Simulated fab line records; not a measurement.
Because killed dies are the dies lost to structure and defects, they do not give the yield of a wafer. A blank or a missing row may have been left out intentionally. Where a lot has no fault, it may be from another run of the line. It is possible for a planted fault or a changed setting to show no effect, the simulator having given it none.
What tool caused it? | flow nand_harc | 20 lots, 60 wafers sampled, at 6 steps of a route of 1159

WHAT THE GAUGES READ, wafer by wafer
Not one reading of a measure or inspect step in the record can be checked against a usual standard deviation.

WHICH TOOL RAN EACH LOT (tool, then ch and the chambers of the sampled wafers, then the start)
lot  | NHARC_A_STAIRCASE_DESCUM_312       | NHARC_A_STAIRCASE_STRIP_476        | NHARC_A_SGD_CUT_ETCH_58            | NHARC_A_SGD_CUT_ETCH_15        | NHARC_A_SGD_CUT_ETCH_16        | NHARC_A_SLIT_ETCH_15
L075 | rie_diel-03 ch 1,3, day 11 20:01   | rie_diel-03 ch 0,1,2, day 12 01:31 | rie_diel-04 ch 0,3, day 13 17:34   | rie_diel-04 ch 1,3, no start   | rie_diel-04 ch 1,2,3, no start | rie_diel-13 ch 1,2,3, no start
L074 | rie_diel-08 ch 1,2,3, day 11 21:34 | rie_diel-12 ch 0,1,3, day 12 01:48 | rie_diel-07 ch 0,2, day 13 18:32   | rie_diel-07 ch 1,2,3, no start | rie_diel-07 ch 0,2, no start   | rie_diel-09 ch 0,2,3, no start
L077 | rie_diel-03 ch 1,3, day 11 23:49   | rie_diel-08 ch 1,2, day 12 04:04   | rie_diel-07 ch 0,1, day 13 17:26   | rie_diel-07 ch 0,2,3, no start | rie_diel-07 ch 1,2, no start   | rie_diel-09 ch 0,1, no start
L076 | rie_diel-08 ch 0,1,3, day 12 10:24 | rie_diel-03 ch 0,1,2, day 12 14:29 | rie_diel-07 ch 1,2,3, day 14 11:14 | rie_diel-07 ch 0,2,3, no start | rie_diel-07 ch 0,1,3, no start | rie_diel-13 ch 0,2,3, no start
L080 | rie_diel-03 ch 0,1,2, day 12 20:13 | rie_diel-08 ch 0,1, day 13 00:31   | rie_diel-10 ch 0,1, day 14 22:29   | rie_diel-10 ch 1,2, no start   | rie_diel-10 ch 1,2, no start   | rie_diel-09 ch 0,1,3, no start
L079 | rie_diel-03 ch 2,3, day 12 22:13   | rie_diel-12 ch 1,2,3, day 13 03:41 | rie_diel-04 ch 2,3, day 14 20:03   | rie_diel-04 ch 0,2, no start   | rie_diel-04 ch 0,2,3, no start | rie_diel-13 ch 1,2,3, no start
L081 | rie_diel-03 ch 0,1,2, day 13 17:22 | rie_diel-12 ch 1,2,3, day 13 21:36 | rie_diel-07 ch 0,2,3, day 15 18:13 | rie_diel-07 ch 1,2,3, no start | rie_diel-07 ch 0,1,3, no start | rie_diel-13 ch 0,1,2, no start
L083 | rie_diel-12 ch 1,3, day 14 05:31   | rie_diel-08 ch 1,2,3, day 14 09:51 | rie_diel-10 ch 0,1,2, day 16 11:25 | rie_diel-10 ch 0,1,3, no start | rie_diel-10 ch 1,2, no start   | rie_diel-09 ch 0,1,3, no start
L082 | rie_diel-08 ch 0,1, day 14 06:32   | rie_diel-12 ch 1,2,3, day 14 10:48 | rie_diel-07 ch 2,3, day 16 08:55   | rie_diel-07 ch 0,3, no start   | rie_diel-07 ch 0,1, no start   | rie_diel-13 ch 1,3, no start
L084 | rie_diel-12 ch 1,2,3, day 14 09:14 | rie_diel-08 ch 1,2,3, day 14 15:04 | rie_diel-04 ch 0,3, day 16 10:10   | rie_diel-04 ch 0,3, no start   | rie_diel-04 ch 0,1,2, no start | rie_diel-02 ch 0,1,3, no start
L087 | rie_diel-03 ch 0,1,3, day 14 16:49 | rie_diel-12 ch 1,2,3, day 14 21:08 | rie_diel-04 ch 0,1,3, day 16 21:28 | rie_diel-04 ch 0,2,3, no start | rie_diel-04 ch 0,1,3, no start | rie_diel-09 ch 0,1,2, no start
L086 | rie_diel-08 ch 0,2,3, day 14 17:00 | rie_diel-12 ch 1,2,3, day 14 22:35 | rie_diel-04 ch 0,1,3, day 16 20:49 | rie_diel-04 ch 1,2, no start   | rie_diel-04 ch 0,1, no start   | rie_diel-13 ch 0,1,2, no start
L088 | rie_diel-12 ch 2,3, day 15 02:44   | rie_diel-12 ch 0,2,3, day 15 07:02 | rie_diel-10 ch 0,3, day 17 01:42   | rie_diel-10 ch 1,2,3, no start | rie_diel-10 ch 0,1,2, no start | rie_diel-02 ch 0,1,3, no start
L091 | rie_diel-08 ch 0,1,3, day 15 21:44 | rie_diel-03 ch 1,2,3, day 16 01:49 | rie_diel-04 ch 1,2,3, day 17 21:38 | rie_diel-04 ch 0,3, no start   | rie_diel-04 ch 0,2,3, no start | rie_diel-09 ch 2,3, no start
L092 | rie_diel-08 ch 0,1,3, day 16 08:10 | rie_diel-03 ch 0,1,2, day 16 13:47 | rie_diel-04 ch 1,2,3, day 18 11:54 | rie_diel-04 ch 1,2, no start   | rie_diel-04 ch 0,1,3, no start | rie_diel-02 ch 0,3, no start
L094 | rie_diel-03 ch 2,3, day 16 13:53   | rie_diel-08 ch 0,1,2, day 16 18:15 | rie_diel-07 ch 0,2,3, day 18 12:20 | rie_diel-07 ch 0,2,3, no start | rie_diel-07 ch 1,2, no start   | rie_diel-13 ch 0,1,3, no start
L093 | rie_diel-03 ch 0,1,2, day 16 18:27 | rie_diel-03 ch 0,2,3, day 16 22:35 | rie_diel-04 ch 0,1,3, day 19 04:35 | rie_diel-04 ch 0,1, no start   | rie_diel-04 ch 0,1,3, no start | rie_diel-13 ch 0,1,2, no start
L095 | rie_diel-08 ch 0,2,3, day 17 01:12 | rie_diel-12 ch 2,3, day 17 05:29   | rie_diel-10 ch 0,1,2, day 19 04:19 | rie_diel-10 ch 1,2, no start   | rie_diel-10 ch 1,2,3, no start | rie_diel-02 ch 0,2, no start
L096 | rie_diel-08 ch 1,2,3, day 17 04:16 | rie_diel-12 ch 1,2, day 17 08:24   | rie_diel-07 ch 0,1,3, day 19 04:05 | rie_diel-07 ch 0,2,3, no start | rie_diel-07 ch 0,2,3, no start | rie_diel-13 ch 0,1,2, no start
L097 | rie_diel-12 ch 0,1, day 17 18:00   | rie_diel-12 ch 2,3, day 17 22:03   | rie_diel-07 ch 0,1,3, day 19 18:24 | rie_diel-07 ch 0,1, no start   | rie_diel-07 ch 0,2,3, no start | rie_diel-09 ch 0,1,3, no start
- NHARC_A_STAIRCASE_DESCUM_312: chemistry O2, time 3 s.
- NHARC_A_STAIRCASE_STRIP_476: strips in O2, time 20 s.
- NHARC_A_SGD_CUT_ETCH_58: etches the open film in CF4, target depth 39 nm, time 65 s.
- NHARC_A_SGD_CUT_ETCH_15: etches the open film in CH3F/O2, target depth 75 nm, time 64.3 s.
- NHARC_A_SGD_CUT_ETCH_16: etches the open film in C4F8/O2/Ar, target depth 310.5 nm, time 155.2 s.
- NHARC_A_SLIT_ETCH_15: etches the open film in O2/COS, target depth 3200 nm, time 832 s.

WHAT THE TOOLS THEMSELVES READ (means of the sampled wafers that have a number; where no wafer has one, the mark that the record gives instead)
NHARC_A_STAIRCASE_DESCUM_312.
lot  | tool        | drypump_motor_current_A (A) | oes_product_au (a.u.) | rf_vpp_V (V) | showerhead_plenum_p_Torr (Torr) | throttle_valve_pct (%)
L075 | rie_diel-03 | 5.8                         | 1.003                 | 56.5         | 1.85                            | 11.311
L074 | rie_diel-08 | 6.0                         | 0.995                 | 58.1         | 1.89                            | 11.312
L077 | rie_diel-03 | 5.8                         | 1.009                 | 56.7         | 1.85                            | 11.305
L076 | rie_diel-08 | 5.9                         | 0.998                 | 57.6         | 1.84                            | 11.320
L080 | rie_diel-03 | 6.0                         | 1.002                 | 56.4         | 1.81                            | 11.305
L079 | rie_diel-03 | 5.4                         | 1.016                 | 57.2         | 1.85                            | 11.309
L081 | rie_diel-03 | 6.0                         | 1.013                 | 57.6         | 1.81                            | 11.313
L083 | rie_diel-12 | 6.1                         | 0.997                 | 57.7         | 1.87                            | 11.305
L082 | rie_diel-08 | 6.0                         | 1.011                 | 57.5         | 1.83                            | 11.309
L084 | rie_diel-12 | 6.2                         | 0.990                 | 57.8         | 1.93                            | 11.314
L087 | rie_diel-03 | 5.9                         | 1.008                 | 57.0         | 1.83                            | 11.304
L086 | rie_diel-08 | 6.1                         | 0.981                 | 58.8         | 1.86                            | 11.307
L088 | rie_diel-12 | 6.4                         | 0.993                 | 58.5         | 1.99                            | 11.307
L091 | rie_diel-08 | 5.9                         | 0.991                 | 57.6         | 1.83                            | 11.313
L092 | rie_diel-08 | 5.9                         | 0.993                 | 57.9         | 1.83                            | 11.314
L094 | rie_diel-03 | 5.4                         | 1.013                 | 57.7         | 1.84                            | 11.316
L093 | rie_diel-03 | 6.0                         | 1.008                 | 57.4         | 1.80                            | 11.316
L095 | rie_diel-08 | 6.1                         | 0.985                 | 58.3         | 1.86                            | 11.317
L096 | rie_diel-08 | 6.0                         | 0.996                 | 57.8         | 1.88                            | 11.314
L097 | rie_diel-12 | 5.8                         | 1.002                 | 57.4         | 1.84                            | 11.313

NHARC_A_STAIRCASE_STRIP_476.
lot  | tool        | drypump_motor_current_A (A) | oes_product_au (a.u.) | rf_vpp_V (V) | showerhead_plenum_p_Torr (Torr) | throttle_valve_pct (%)
L075 | rie_diel-03 | 6.0                         | 0.997                 | 57.2         | 3.36                            | 17.032
L074 | rie_diel-12 | 6.0                         | 0.995                 | 57.8         | 3.50                            | 17.041
L077 | rie_diel-08 | 6.3                         | 1.002                 | 57.7         | 3.53                            | 17.028
L076 | rie_diel-03 | 6.0                         | 1.003                 | 58.0         | 3.36                            | 17.037
L080 | rie_diel-08 | 6.0                         | 1.008                 | 57.3         | 3.39                            | 17.033
L079 | rie_diel-12 | 6.2                         | 0.988                 | 58.5         | 3.56                            | 17.036
L081 | rie_diel-12 | 6.2                         | 0.996                 | 58.7         | 3.56                            | 17.042
L083 | rie_diel-08 | 5.9                         | 0.989                 | 58.6         | 3.47                            | 17.041
L082 | rie_diel-12 | 6.2                         | 0.992                 | 57.6         | 3.55                            | 17.033
L084 | rie_diel-08 | 6.0                         | 1.000                 | 57.5         | 3.47                            | 17.037
L087 | rie_diel-12 | 6.2                         | 0.997                 | 58.2         | 3.55                            | 17.041
L086 | rie_diel-12 | 6.2                         | 0.991                 | 57.8         | 3.55                            | 17.048
L088 | rie_diel-12 | 6.2                         | 1.008                 | 57.9         | 3.58                            | 17.037
L091 | rie_diel-03 | 5.6                         | 1.010                 | 57.5         | 3.39                            | 17.045
L092 | rie_diel-03 | 6.0                         | 1.010                 | 57.8         | 3.34                            | 17.041
L094 | rie_diel-08 | 6.2                         | 0.998                 | 57.5         | 3.43                            | 17.042
L093 | rie_diel-03 | 5.8                         | 1.012                 | 57.6         | 3.36                            | 17.039
L095 | rie_diel-12 | 6.4                         | 0.991                 | 58.4         | 3.64                            | 17.046
L096 | rie_diel-12 | 6.0                         | 0.981                 | 57.9         | 3.44                            | 17.045
L097 | rie_diel-12 | 6.4                         | 0.988                 | 58.0         | 3.64                            | 17.033

NHARC_A_SGD_CUT_ETCH_58.
lot  | tool        | cf4_flow_sccm (sccm) | drypump_motor_current_A (A) | oes_product_au (a.u.) | rf_vpp_V (V) | showerhead_plenum_p_Torr (Torr) | throttle_valve_pct (%)
L075 | rie_diel-04 | 149.9                | 5.7                         | 0.998                 | 149.8        | 1.66                            | 13.281
L074 | rie_diel-07 | 150.1                | 5.6                         | 1.004                 | 150.5        | 1.72                            | 13.280
L077 | rie_diel-07 | 149.9                | 5.6                         | 0.998                 | 151.5        | 1.80                            | 13.283
L076 | rie_diel-07 | 149.9                | 5.7                         | 1.010                 | 151.1        | 1.75                            | 13.284
L080 | rie_diel-10 | 149.5                | 5.7                         | 0.987                 | 150.1        | 1.68                            | 13.274
L079 | rie_diel-04 | 150.2                | 6.0                         | 0.995                 | 151.1        | 1.71                            | 13.289
L081 | rie_diel-07 | 150.0                | 5.7                         | 1.010                 | 150.5        | 1.70                            | 13.274
L083 | rie_diel-10 | 150.2                | 5.9                         | 0.998                 | 150.3        | 1.74                            | 13.280
L082 | rie_diel-07 | 150.0                | 5.7                         | 1.000                 | 149.9        | 1.72                            | 13.298
L084 | rie_diel-04 | 149.9                | 5.7                         | 1.000                 | 150.2        | 1.66                            | 13.277
L087 | rie_diel-04 | 149.9                | 6.0                         | 1.005                 | 150.7        | 1.70                            | 13.292
L086 | rie_diel-04 | 150.0                | 6.0                         | 1.002                 | 151.0        | 1.70                            | 13.283
L088 | rie_diel-10 | 149.6                | 5.8                         | 0.994                 | 149.9        | 1.68                            | 13.280
L091 | rie_diel-04 | 149.8                | 6.2                         | 0.999                 | 151.4        | 1.75                            | 13.289
L092 | rie_diel-04 | 149.7                | 6.2                         | 0.999                 | 150.6        | 1.75                            | 13.283
L094 | rie_diel-07 | 150.3                | 5.7                         | 1.008                 | 150.7        | 1.70                            | 13.283
L093 | rie_diel-04 | 150.4                | 5.9                         | 1.005                 | 150.9        | 1.70                            | 13.275
L095 | rie_diel-10 | 149.7                | 5.9                         | 0.999                 | 150.2        | 1.74                            | 13.281
L096 | rie_diel-07 | 150.3                | 5.7                         | 0.991                 | 150.8        | 1.73                            | 13.285
L097 | rie_diel-07 | 150.4                | 5.7                         | 1.002                 | 151.0        | 1.73                            | 13.276

NHARC_A_SGD_CUT_ETCH_15.
lot  | tool        | drypump_motor_current_A (A) | oes_product_au (a.u.) | rf_vpp_V (V) | showerhead_plenum_p_Torr (Torr) | throttle_valve_pct (%)
L075 | rie_diel-04 | 6.1                         | 0.929                 | 262.2        | 2.36                            | 20.669
L074 | rie_diel-07 | 5.7                         | 0.968                 | 264.8        | 2.44                            | 20.664
L077 | rie_diel-07 | 5.7                         | 0.961                 | 261.9        | 2.36                            | 20.665
L076 | rie_diel-07 | 5.7                         | 0.979                 | 262.4        | 2.36                            | 20.665
L080 | rie_diel-10 | 6.1                         | 0.950                 | 264.5        | 2.51                            | 20.658
L079 | rie_diel-04 | 5.7                         | 0.968                 | 263.0        | 2.38                            | 20.671
L081 | rie_diel-07 | 5.7                         | 0.975                 | 263.8        | 2.44                            | 20.662
L083 | rie_diel-10 | 5.8                         | 0.957                 | 262.9        | 2.36                            | 20.667
L082 | rie_diel-07 | 5.7                         | 0.981                 | 261.9        | 2.33                            | 20.658
L084 | rie_diel-04 | 5.5                         | 0.977                 | 261.3        | 2.30                            | 20.660
L087 | rie_diel-04 | 5.8                         | 0.956                 | 261.9        | 2.37                            | 20.664
L086 | rie_diel-04 | 6.6                         | 0.969                 | 264.4        | 2.48                            | 20.664
L088 | rie_diel-10 | 6.0                         | 0.969                 | 263.5        | 2.45                            | 20.653
L091 | rie_diel-04 | 5.5                         | 0.971                 | 261.4        | 2.30                            | 20.667
L092 | rie_diel-04 | 6.4                         | 0.930                 | 264.2        | 2.49                            | 20.663
L094 | rie_diel-07 | 5.7                         | 0.971                 | 262.7        | 2.35                            | 20.660
L093 | rie_diel-04 | 5.8                         | 0.953                 | 262.8        | 2.35                            | 20.663
L095 | rie_diel-10 | 5.9                         | 0.931                 | 263.3        | 2.45                            | 20.656
L096 | rie_diel-07 | 5.7                         | 0.964                 | 261.7        | 2.35                            | 20.660
L097 | rie_diel-07 | 5.6                         | 0.951                 | 264.2        | 2.50                            | 20.674

NHARC_A_SGD_CUT_ETCH_16.
lot  | tool        | oes_product_au (a.u.) | rf_vpp_V (V)
L075 | rie_diel-04 | 0.957                 | 722
L074 | rie_diel-07 | 0.985                 | 721
L077 | rie_diel-07 | 0.981                 | 724
L076 | rie_diel-07 | 0.975                 | 721
L080 | rie_diel-10 | 0.966                 | 725
L079 | rie_diel-04 | 0.978                 | 720
L081 | rie_diel-07 | 0.979                 | 721
L083 | rie_diel-10 | 0.976                 | 726
L082 | rie_diel-07 | 0.985                 | 721
L084 | rie_diel-04 | 0.988                 | 722
L087 | rie_diel-04 | 0.971                 | 719
L086 | rie_diel-04 | 0.994                 | 721
L088 | rie_diel-10 | 0.969                 | 721
L091 | rie_diel-04 | 0.989                 | 720
L092 | rie_diel-04 | 0.945                 | 719
L094 | rie_diel-07 | 0.958                 | 725
L093 | rie_diel-04 | 0.967                 | 718
L095 | rie_diel-10 | 0.952                 | 723
L096 | rie_diel-07 | 0.976                 | 720
L097 | rie_diel-07 | 0.978                 | 719

NHARC_A_SLIT_ETCH_15.
lot  | tool        | drypump_motor_current_A (A) | oes_product_au (a.u.) | rf_vpp_V (V) | showerhead_plenum_p_Torr (Torr) | throttle_valve_pct (%)
L075 | rie_diel-13 | 5.7                         | 1.007                 | 313.9        | 3.13                            | 28.315
L074 | rie_diel-09 | 5.7                         | 1.004                 | 313.7        | 3.09                            | 28.324
L077 | rie_diel-09 | 6.4                         | 0.991                 | 314.9        | 3.19                            | 28.326
L076 | rie_diel-13 | 5.8                         | 0.994                 | 314.6        | 3.18                            | 28.334
L080 | rie_diel-09 | 6.1                         | 1.000                 | 313.8        | 3.10                            | 28.326
L079 | rie_diel-13 | 5.6                         | 0.991                 | 314.5        | 3.13                            | 28.328
L081 | rie_diel-13 | 5.5                         | 0.990                 | 316.0        | 3.23                            | 28.332
L083 | rie_diel-09 | 6.1                         | 1.011                 | 313.0        | 3.09                            | 28.335
L082 | rie_diel-13 | 5.6                         | 1.005                 | 313.4        | 3.00                            | 28.332
L084 | rie_diel-02 | 5.5                         | 1.001                 | 312.1        | 3.00                            | 28.329
L087 | rie_diel-09 | 6.0                         | 0.994                 | 314.6        | 3.18                            | 28.334
L086 | rie_diel-13 | 5.5                         | 0.991                 | 315.1        | 3.22                            | 28.337
L088 | rie_diel-02 | 5.5                         | 1.001                 | 311.8        | 3.00                            | 28.332
L091 | rie_diel-09 | 5.4                         | 1.004                 | 314.2        | 3.10                            | 28.322
L092 | rie_diel-02 | 5.1                         | 1.014                 | 312.8        | 3.01                            | 28.328
L094 | rie_diel-13 | 5.5                         | 1.006                 | 314.6        | 3.09                            | 28.327
L093 | rie_diel-13 | 5.5                         | 0.991                 | 316.1        | 3.22                            | 28.325
L095 | rie_diel-02 | 5.3                         | 1.008                 | 314.3        | 3.17                            | 28.337
L096 | rie_diel-13 | 5.5                         | 0.990                 | 315.7        | 3.22                            | 28.335
L097 | rie_diel-09 | 6.1                         | 1.004                 | 314.6        | 3.09                            | 28.332

THE ANSWER, worked out from the rows above alone
Rule: what is usual is taken from the lots themselves. Put in order of their means at a reading, lots are off if they are a third of the lots or fewer, leave a main group of 4 or more, and stand apart from it by a gap of 3 or more times the standard deviation of the main group's means; of several such gaps the widest counts. If all means in a main group match to the digits the tables above print for the reading, that group is not used. Also off: a lot with no number at a reading for which 4 or more lots have one. Where the step has rows for the other lots, those lots are counted as sound. Order of review: gauges by route order, followed by the tools' own readings, for which a lot's mean as printed above is used. The first step at which some lot is off is used, and at that step the reading that is off furthest; a lot without a number counts as furthest.
Nothing can be told from this: no lot is off at any reading shown.

WHAT WAS PUT IN BY THE SIMULATOR
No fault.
